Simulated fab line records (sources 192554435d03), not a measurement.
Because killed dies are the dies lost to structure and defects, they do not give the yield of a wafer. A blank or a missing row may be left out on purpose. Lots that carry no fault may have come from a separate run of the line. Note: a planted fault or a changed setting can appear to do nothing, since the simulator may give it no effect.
The tool behind it: which one?	flow n5 finfet	Sampling: 24 lots, 72 wafers, 6 of 1938 route steps

== WHAT THE GAUGES SHOWED, per wafer ==
Not one reading of a measure or inspect step in the record can be checked against a usual standard deviation.

== TOOL THAT RAN EACH LOT (tool first, then ch and the chambers of the sampled wafers, then the start) ==
lot	N5_BEOL_M4_STRIP_19	N5_BEOL_M4_VIA_ETCH_34	N5_BEOL_M4_ANNEAL_80	N5_BEOL_M4_ANNEAL_87	N5_BEOL_M4_ANNEAL_95	N5_BEOL_M4_DEP_57
L074	rie diel-06 ch 0,3, day 8 19:01	rie diel-01 ch 1,3, day 9 03:23	pvd sputter-02, day 9 04:53	pvd sputter-02, day 9 05:20	pvd sputter-02, day 9 06:13	pecvd-04 ch 0,1,2, day 9 07:40
L075	rie diel-06 ch 0,2,3, day 8 22:54	rie diel-01 ch 0,1,3, day 9 06:31	pvd sputter-01, day 9 08:22	pvd sputter-01, day 9 08:49	pvd sputter-01, day 9 09:41	pecvd-03 ch 1,2, day 9 12:09
L076	rie diel-01 ch 0,1,3, day 9 02:10	rie diel-01 ch 1,2,3, day 9 08:06	pvd sputter-01, day 9 10:47	pvd sputter-01, day 9 11:14	pvd sputter-01, day 9 12:07	pecvd-03 ch 1,2, day 9 13:14
L077	rie diel-06 ch 0,2, day 9 04:41	rie diel-06 ch 0,2, day 9 10:43	pvd sputter-01, day 9 12:38	pvd sputter-01, day 9 13:04	pvd sputter-01, day 9 13:57	pecvd-04 ch 0,2, day 9 15:05
L079	rie diel-03 ch 0,1,3, day 9 04:47	rie diel-03 ch 0,3, day 9 10:41	pvd sputter-03, day 9 12:07	pvd sputter-03, day 9 12:34	pvd sputter-03, day 9 13:26	pecvd-04 ch 0,2, day 9 14:34
L080	rie diel-06 ch 0,2, day 9 04:55	rie diel-03 ch 0,1, day 9 13:46	pvd sputter-01, day 9 17:35	pvd sputter-01, day 9 18:02	pvd sputter-01, day 9 18:55	pecvd-01 ch 0,1, day 9 20:02
L078	rie diel-06 ch 0,1,3, day 9 08:56	rie diel-06 ch 1,3, day 10 22:50	pvd sputter-02, day 11 01:08	pvd sputter-02, day 11 01:34	pvd sputter-02, day 11 02:27	pecvd-01 ch 0,1, day 11 04:47
L081	rie diel-03 ch 0,1,3, day 9 10:07	rie diel-01 ch 2,3, day 9 19:31	pvd sputter-03, day 9 20:51	pvd sputter-03, day 9 21:17	pvd sputter-03, day 9 22:10	pecvd-03 ch 0,1, day 9 23:29
L082	rie diel-01 ch 0,1,2, day 9 11:17	rie diel-01 ch 1,2, day 9 19:59	pvd sputter-01, day 9 22:50	pvd sputter-01, day 9 23:16	pvd sputter-01, day 10 00:09	pecvd-04 ch 0,1, day 10 01:16
L083	rie diel-01 ch 1,2, day 10 22:22	rie diel-06 ch 0,1, day 11 02:25	pvd sputter-02, day 11 05:26	pvd sputter-02, day 11 05:53	pvd sputter-02, day 11 06:46	pecvd-01 ch 0,2, day 11 07:53
L084	rie diel-01 ch 1,2,3, day 10 22:42	rie diel-06 ch 1,2, day 11 04:29	pvd sputter-01, day 11 05:49	pvd sputter-01, day 11 06:16	pvd sputter-01, day 11 07:08	pecvd-01 ch 0,2, day 11 08:26
L085	rie diel-06 ch 0,2,3, day 11 02:06	rie diel-01 ch 1,2,3, day 11 04:30	pvd sputter-03, day 11 05:49	pvd sputter-03, day 11 06:16	pvd sputter-03, day 11 07:08	pecvd-03 ch 0,1, day 11 08:47
L086	rie diel-06 ch 0,2, day 11 03:49	rie diel-01 ch 1,3, day 11 07:23	pvd sputter-01, day 11 10:16	pvd sputter-01, day 11 10:43	pvd sputter-01, day 11 11:35	pecvd-01 ch 0,1,2, day 11 12:52
L087	rie diel-03 ch 1,2, day 11 18:34	rie diel-06 ch 0,2,3, day 12 06:49	pvd sputter-03, day 12 08:31	pvd sputter-03, day 12 08:58	pvd sputter-03, day 12 09:50	pecvd-03 ch 0,1,2, day 12 11:23
L088	rie diel-06 ch 0,1,2, day 11 18:52	rie diel-03 ch 1,2,3, day 12 07:23	pvd sputter-02, day 12 10:21	pvd sputter-02, day 12 10:47	pvd sputter-02, day 12 11:40	pecvd-03 ch 0,1,2, day 12 12:47
L089	rie diel-01 ch 2,3, day 12 02:05	rie diel-01 ch 1,2,3, day 12 11:28	pvd sputter-02, day 12 13:15	pvd sputter-02, day 12 13:41	pvd sputter-02, day 12 14:34	pecvd-04 ch 1,2, day 12 16:02
L090	rie diel-03 ch 0,1,3, day 12 08:08	rie diel-03 ch 1,3, day 12 11:29	pvd sputter-03, day 12 14:18	pvd sputter-03, day 12 14:44	pvd sputter-03, day 12 15:37	pecvd-03 ch 0,1, day 12 17:43
L091	rie diel-06 ch 1,2,3, day 12 15:50	rie diel-06 ch 0,2,3, day 13 04:26	pvd sputter-03, day 13 07:53	pvd sputter-03, day 13 08:20	pvd sputter-03, day 13 09:13	pecvd-03 ch 0,1, day 13 10:28
L092	rie diel-06 ch 0,2,3, day 12 19:57	rie diel-01 ch 0,2,3, day 13 04:08	pvd sputter-02, day 13 05:51	pvd sputter-02, day 13 06:17	pvd sputter-02, day 13 07:10	pecvd-04 ch 0,1, day 13 08:23
L093	rie diel-03 ch 0,2, day 13 02:10	rie diel-01 ch 0,2, day 13 07:19	pvd sputter-02, day 13 09:19	pvd sputter-02, day 13 09:45	pvd sputter-02, day 13 10:38	pecvd-03 ch 1,2, day 13 11:49
L094	rie diel-03 ch 0,1,3, day 13 08:29	rie diel-01 ch 0,1,3, day 13 12:32	pvd sputter-01, day 13 14:19	pvd sputter-01, day 13 14:46	pvd sputter-01, day 13 15:38	pecvd-01 ch 0,2, day 13 17:07
L095	rie diel-03 ch 1,2,3, day 13 12:32	rie diel-01 ch 0,1,3, day 13 15:55	pvd sputter-03, day 13 17:50	pvd sputter-03, day 13 18:16	pvd sputter-03, day 13 19:09	pecvd-04 ch 0,1,2, day 13 20:17
L097	rie diel-01 ch 0,2,3, day 13 13:54	rie diel-03 ch 0,1,3, day 14 05:12	pvd sputter-02, day 14 07:14	pvd sputter-02, day 14 07:40	pvd sputter-02, day 14 08:33	pecvd-04 ch 0,2, day 14 09:40
L096	rie diel-06 ch 0,2, day 13 17:02	rie diel-06 ch 1,2,3, day 14 05:16	pvd sputter-01, day 14 07:27	pvd sputter-01, day 14 07:53	pvd sputter-01, day 14 08:46	pecvd-01 ch 0,1, day 14 09:54
- N5_BEOL_M4_STRIP_19: strips in O2.
- N5_BEOL_M4_VIA_ETCH_34: etches the open film in C4F6/O2, target depth 69.4 nm, time 65.9 s.
- N5_BEOL_M4_ANNEAL_80: time 240 s.
- N5_BEOL_M4_ANNEAL_87: time 240 s.
- N5_BEOL_M4_ANNEAL_95: time 240 s.
- N5_BEOL_M4_DEP_57: deposits SiCN from 3MS/NH3, target thk 8 nm, time 14 s.

== WHAT THE TOOLS THEMSELVES READ (means of the sampled wafers that have a number; where no wafer has one, the mark that the record gives instead) ==
N5_BEOL_M4_STRIP_19. Usual: drypump motor current A 5.7 A, standard deviation 0.41; oes product au 0.80 a.u., standard deviation 0.096; rf vpp V 3.6 V, standard deviation 0.48; showerhead plenum p Torr 2.08 Torr, standard deviation 0.068; throttle valve pct 16.68 %, standard deviation 0.27.
lot	tool	drypump motor current A (A)	oes product au (a.u.)	rf vpp V (V)	showerhead plenum p Torr (Torr)	throttle valve pct (%)	flag
L074	rie diel-06	5.8	0.75	3.8	2.03	16.59	
L075	rie diel-06	5.6	0.78	3.2	2.07	16.76	
L076	rie diel-01	5.7	0.82	3.6	2.06	16.61	
L077	rie diel-06	5.5	0.82	3.3	2.04	16.46	
L079	rie diel-03	5.6	0.80	4.4	2.09	16.62	
L080	rie diel-06	5.5	0.81	3.5	2.04	16.47	
L078	rie diel-06	5.8	0.70	3.8	2.05	16.78	
L081	rie diel-03	5.6	0.80	4.1	2.09	16.63	
L082	rie diel-01	5.7	0.83	3.7	2.07	16.78	
L083	rie diel-01	6.1	0.90	3.4	2.06	16.60	
L084	rie diel-01	6.1	0.85	4.0	2.05	16.53	
L085	rie diel-06	5.6	0.77	3.6	2.07	16.79	
L086	rie diel-06	5.2	0.84	3.8	2.08	16.65	
L087	rie diel-03	5.9	0.90	3.3	2.19	16.44	
L088	rie diel-06	5.5	0.77	3.7	2.05	16.67	
L089	rie diel-01	5.9	0.83	3.8	2.05	16.66	
L090	rie diel-03	5.6	0.78	3.6	2.08	16.64	
L091	rie diel-06	5.5	0.83	3.4	2.09	16.81	
L092	rie diel-06	5.6	0.86	3.7	2.06	16.65	
L093	rie diel-03	5.4	0.77	3.6	2.07	16.67	
L094	rie diel-03	5.6	0.77	3.8	2.08	16.65	
L095	rie diel-03	5.8	0.84	3.4	2.17	16.65	
L097	rie diel-01	5.6	0.84	3.7	2.04	16.63	
L096	rie diel-06	5.5	0.78	3.8	2.03	16.55	

N5_BEOL_M4_VIA_ETCH_34. Usual: bias w 170.0 W, standard deviation 0.6; drypump motor current A 5.7 A, standard deviation 0.46; oes product au 0.82 a.u., standard deviation 0.084; rf vpp V 665 V, standard deviation 13; showerhead plenum p Torr 2.80 Torr, standard deviation 0.062; throttle valve pct 30.8 %, standard deviation 0.31.
lot	tool	bias w (W)	drypump motor current A (A)	oes product au (a.u.)	rf vpp V (V)	showerhead plenum p Torr (Torr)	throttle valve pct (%)	flag
L074	rie diel-01	170.6	6.2	0.86	654	2.77	30.5	
L075	rie diel-01	170.1	5.7	0.82	659	2.79	30.8	
L076	rie diel-01	169.7	6.1	0.88	658	2.78	30.7	
L077	rie diel-06	169.6	5.5	0.83	670	2.79	30.6	
L079	rie diel-03	170.4	5.4	0.73	663	2.76	30.8	
L080	rie diel-03	170.1	5.4	0.76	673	2.76	30.5	
L078	rie diel-06	170.1	5.9	0.67	666	2.79	31.0	
L081	rie diel-01	170.0	6.0	0.83	660	2.77	30.6	
L082	rie diel-01	170.3	6.0	0.89	659	2.78	30.9	
L083	rie diel-06	169.7	5.7	0.71	670	2.78	30.7	
L084	rie diel-06	170.1	5.2	0.82	685	2.84	30.9	
L085	rie diel-01	169.6	6.1	0.85	657	2.77	30.7	
L086	rie diel-01	169.8	6.2	0.86	651	2.77	30.6	
L087	rie diel-06	170.1	5.6	0.87	670	2.80	30.7	
L088	rie diel-03	169.7	5.8	0.86	667	2.93	30.7	
L089	rie diel-01	169.9	6.1	0.83	655	2.77	30.7	
L090	rie diel-03	169.7	5.9	0.84	659	2.87	30.3	
L091	rie diel-06	170.2	5.6	0.85	670	2.80	30.7	
L092	rie diel-01	169.2	5.6	0.84	664	2.78	30.9	
L093	rie diel-01	170.8	5.5	0.85	667	2.78	31.1	
L094	rie diel-01	170.3	5.7	0.85	659	2.78	30.8	
L095	rie diel-01	169.8	5.7	0.85	658	2.78	30.8	
L097	rie diel-03	169.5	5.6	0.76	661	2.80	30.6	
L096	rie diel-06	169.5	5.5	0.89	675	2.81	30.8	

N5_BEOL_M4_ANNEAL_80. Usual: heater power w 829 W, standard deviation 88; susceptor_temp_C_max 401.0, standard deviation 0.43.
lot	tool	heater power w (W)	susceptor_temp_C_max	flag
L074	pvd sputter-02	831	401.0	
L075	pvd sputter-01	793	401.0	
L076	pvd sputter-01	788	401.2	
L077	pvd sputter-01	744	401.4	
L079	pvd sputter-03	897	401.2	
L080	pvd sputter-01	914	401.0	
L078	pvd sputter-02	830	401.0	
L081	pvd sputter-03	914	401.0	
L082	pvd sputter-01	817	401.1	
L083	pvd sputter-02	777	400.8	
L084	pvd sputter-01	734	401.3	
L085	pvd sputter-03	876	401.2	
L086	pvd sputter-01	860	401.0	
L087	pvd sputter-03	857	400.9	
L088	pvd sputter-02	809	400.8	
L089	pvd sputter-02	785	400.9	
L090	pvd sputter-03	915	401.1	
L091	pvd sputter-03	923	400.9	
L092	pvd sputter-02	816	400.6	
L093	pvd sputter-02	805	400.9	
L094	pvd sputter-01	757	401.1	
L095	pvd sputter-03	899	400.9	
L097	pvd sputter-02	811	400.8	
L096	pvd sputter-01	900	400.9	

N5_BEOL_M4_ANNEAL_87. Usual: heater power w 826 W, standard deviation 88; susceptor_temp_C_max 400.9, standard deviation 0.39.
lot	tool	heater power w (W)	susceptor_temp_C_max	flag
L074	pvd sputter-02	822	400.8	
L075	pvd sputter-01	802	400.9	
L076	pvd sputter-01	809	400.7	
L077	pvd sputter-01	750	401.4	
L079	pvd sputter-03	889	401.1	
L080	pvd sputter-01	896	401.2	
L078	pvd sputter-02	817	401.1	
L081	pvd sputter-03	904	400.7	
L082	pvd sputter-01	798	400.8	
L083	pvd sputter-02	776	401.2	
L084	pvd sputter-01	756	401.2	
L085	pvd sputter-03	870	400.9	
L086	pvd sputter-01	857	400.6	
L087	pvd sputter-03	854	400.8	
L088	pvd sputter-02	796	401.0	
L089	pvd sputter-02	785	401.0	
L090	pvd sputter-03	907	400.7	
L091	pvd sputter-03	921	400.8	
L092	pvd sputter-02	818	401.0	
L093	pvd sputter-02	809	400.9	
L094	pvd sputter-01	733	401.1	
L095	pvd sputter-03	898	400.8	
L097	pvd sputter-02	811	400.7	
L096	pvd sputter-01	904	400.8	

N5_BEOL_M4_ANNEAL_95. Usual: heater power w 829 W, standard deviation 88; susceptor_temp_C_max 400.9, standard deviation 0.4.
lot	tool	heater power w (W)	susceptor_temp_C_max	flag
L074	pvd sputter-02	822	401.0	
L075	pvd sputter-01	813	400.9	
L076	pvd sputter-01	800	401.2	
L077	pvd sputter-01	742	401.2	
L079	pvd sputter-03	896	400.8	
L080	pvd sputter-01	894	400.9	
L078	pvd sputter-02	825	400.9	
L081	pvd sputter-03	927	400.8	
L082	pvd sputter-01	800	400.8	
L083	pvd sputter-02	787	401.1	
L084	pvd sputter-01	748	401.3	
L085	pvd sputter-03	863	401.1	
L086	pvd sputter-01	861	400.7	
L087	pvd sputter-03	862	400.7	
L088	pvd sputter-02	812	400.8	
L089	pvd sputter-02	776	401.1	
L090	pvd sputter-03	906	401.1	
L091	pvd sputter-03	933	400.9	
L092	pvd sputter-02	808	400.8	
L093	pvd sputter-02	805	400.7	
L094	pvd sputter-01	740	401.1	
L095	pvd sputter-03	909	401.0	
L097	pvd sputter-02	809	401.0	
L096	pvd sputter-01	902	400.9	

N5_BEOL_M4_DEP_57. Usual: chamber pressure Torr 3.000 Torr, standard deviation 0.0061; showerhead plenum p Torr 3.660 Torr, standard deviation 0.016; throttle valve pct 9.0 %, standard deviation 0.39.
lot	tool	chamber pressure Torr (Torr)	showerhead plenum p Torr (Torr)	throttle valve pct (%)	flag
L074	pecvd-04	3.002	3.668	8.8	
L075	pecvd-03	2.999	3.667	8.9	
L076	pecvd-03	2.991	3.667	9.0	
L077	pecvd-04	3.000	3.683	8.9	
L079	pecvd-04	3.005	3.682	9.0	
L080	pecvd-01	3.003	3.649	9.2	
L078	pecvd-01	2.998	3.647	9.1	
L081	pecvd-03	2.997	3.660	9.3	
L082	pecvd-04	3.001	3.655	8.8	
L083	pecvd-01	2.999	3.641	9.0	
L084	pecvd-01	3.003	3.646	8.6	
L085	pecvd-03	3.000	3.667	9.2	
L086	pecvd-01	3.000	3.645	9.0	
L087	pecvd-03	3.001	3.671	9.1	
L088	pecvd-03	2.997	3.669	8.9	
L089	pecvd-04	2.999	3.663	8.9	
L090	pecvd-03	2.995	3.656	9.1	
L091	pecvd-03	3.002	3.662	9.3	
L092	pecvd-04	3.004	3.669	9.0	
L093	pecvd-03	2.997	3.677	8.8	
L094	pecvd-01	2.998	3.645	8.9	
L095	pecvd-04	3.007	3.665	8.9	
L097	pecvd-04	2.996	3.679	9.0	
L096	pecvd-01	2.994	3.652	9.3	

== THE ANSWER, worked out from the rows above alone ==
Rule: a lot is off if the mean of its wafers that have a number lies more than 3 standard deviations from the usual mean. Also off: a lot with no number at a reading for which 4 or more lots have one. Any other lot the step has rows for is counted as sound. After the gauges, taken in route order, come the tools' own readings; for these a lot's mean is taken, as printed above. The first step at which some lot is off is used, and at that step the reading that is off furthest; a lot without a number counts as furthest.
Nothing can be told from this: no lot is off at any reading shown.

== WHAT THE SIMULATOR HAD INSERTED ==
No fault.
